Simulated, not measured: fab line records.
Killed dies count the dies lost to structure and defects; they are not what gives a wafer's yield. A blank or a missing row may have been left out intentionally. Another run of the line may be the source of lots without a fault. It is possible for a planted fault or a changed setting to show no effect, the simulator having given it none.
What tool caused it?	flow n5-finfet	Sampling: 8 lots, 24 wafers, 4 of 1938 route steps

## WHAT THE GAUGES READ, wafer by wafer
N5_BEOL_M3_OCD_MEAS_38.
lot	measured	on	trench-depth-nm (nm)
L521	day 8 22:04	ocd-01	54.8 54.6 56.0
L522	day 9 12:06	ocd-02	57.0 54.8 53.5
L525	day 9 16:23	ocd-02	48.4 50.7 49.1
L528	day 10 22:07	ocd-02	51.3 49.9 50.3
L532	day 11 15:06	ocd-01	55.3 56.6 55.6
L535	day 13 01:01	ocd-02	55.0 57.1 55.1
L537	day 13 03:53	ocd-01	57.2 54.4 57.0
L538	day 13 07:26	ocd-01	54.8 56.2 54.9

## WHAT TOOL EACH LOT RAN ON (gives the tool, then ch and the chambers of the sampled wafers, and finally the start)
lot	N5_BEOL_M3_ETCH_63	N5_BEOL_M3_TRENCH_ETCH_37	N5_BEOL_M3_STRIP_97
L521	rie-diel-05 ch 0,2,3, day 8 18:34	rie-diel-04 ch 0,3, day 8 21:55	rie-diel-04 ch 0,3, day 8 22:04 or earlier
L522	rie-diel-04 ch 1,2,3, day 9 01:49	rie-diel-03 ch 0,2,3, day 9 11:57	rie-diel-03 ch 0,2,3, day 9 12:06 or earlier
L525	rie-diel-03 ch 1,2,3, day 9 12:54	rie-diel-03 ch 0,1,2, day 9 16:14	rie-diel-03 ch 0,1,2, day 9 16:23 or earlier
L528	rie-diel-03 ch 0,1,2, day 10 17:04	rie-diel-03 ch 1,3, day 10 21:57	rie-diel-03 ch 1,3, day 10 22:07 or earlier
L532	rie-diel-04 ch 1,2,3, day 11 08:44	rie-diel-04 ch 0,1,2, day 11 14:57	rie-diel-04 ch 0,1,2, day 11 15:06 or earlier
L535	rie-diel-03 ch 1,2,3, day 12 14:58	rie-diel-04 ch 0,1,3, day 13 00:52	rie-diel-04 ch 0,1,3, day 13 01:01 or earlier
L537	rie-diel-05 ch 0,3, day 12 18:24	rie-diel-03 ch 0,1, day 13 03:44	rie-diel-03 ch 0,1, day 13 03:53 or earlier
L538	rie-diel-03 ch 0,1,3, day 13 05:24	rie-diel-05 ch 0,2, day 13 07:17	rie-diel-05 ch 0,2, day 13 07:26 or earlier
- N5_BEOL_M3_ETCH_63: etches SiARC in CF4, target depth 15.6 nm, time 26 s.
- N5_BEOL_M3_TRENCH_ETCH_37: etches SiOC in C4F6/O2, target depth 55.555 nm, time 29.2 s.
- N5_BEOL_M3_STRIP_97: strips in N2/H2, time 10 s.

## THE ANSWER, worked out from the rows above alone
Rule: what is usual is taken from the lots themselves. Put in order of their means at a reading, lots are off if they are a third of the lots or fewer, leave a main group of 4 or more, and stand apart from it by a gap of 3 or more times the standard deviation of the main group's means; of several such gaps the widest counts. The tables above print the reading to a certain number of digits; a main group whose means all agree to those digits is not used. A lot without any number at a reading at which 4 lots or more have one is off too. The other lots that the step has rows for count as sound.
Off, at N5_BEOL_M3_OCD_MEAS_38 on trench-depth-nm: L525, L528. For the main group the mean is 55.5 nm and the standard deviation 0.4.
A tool fits if, at a process step before that reading, it ran every lot that is off, and no sound lot after the first of them. Gauges at N5_BEOL_M3_OCD_MEAS_38: tried the same way as those tools. With no start given for some of its lots, N5_BEOL_M3_STRIP_97 uses the hours and lot order of N5_BEOL_M3_OCD_MEAS_38. No candidate that was tried fits.

## WHAT THE SIMULATOR PUT IN
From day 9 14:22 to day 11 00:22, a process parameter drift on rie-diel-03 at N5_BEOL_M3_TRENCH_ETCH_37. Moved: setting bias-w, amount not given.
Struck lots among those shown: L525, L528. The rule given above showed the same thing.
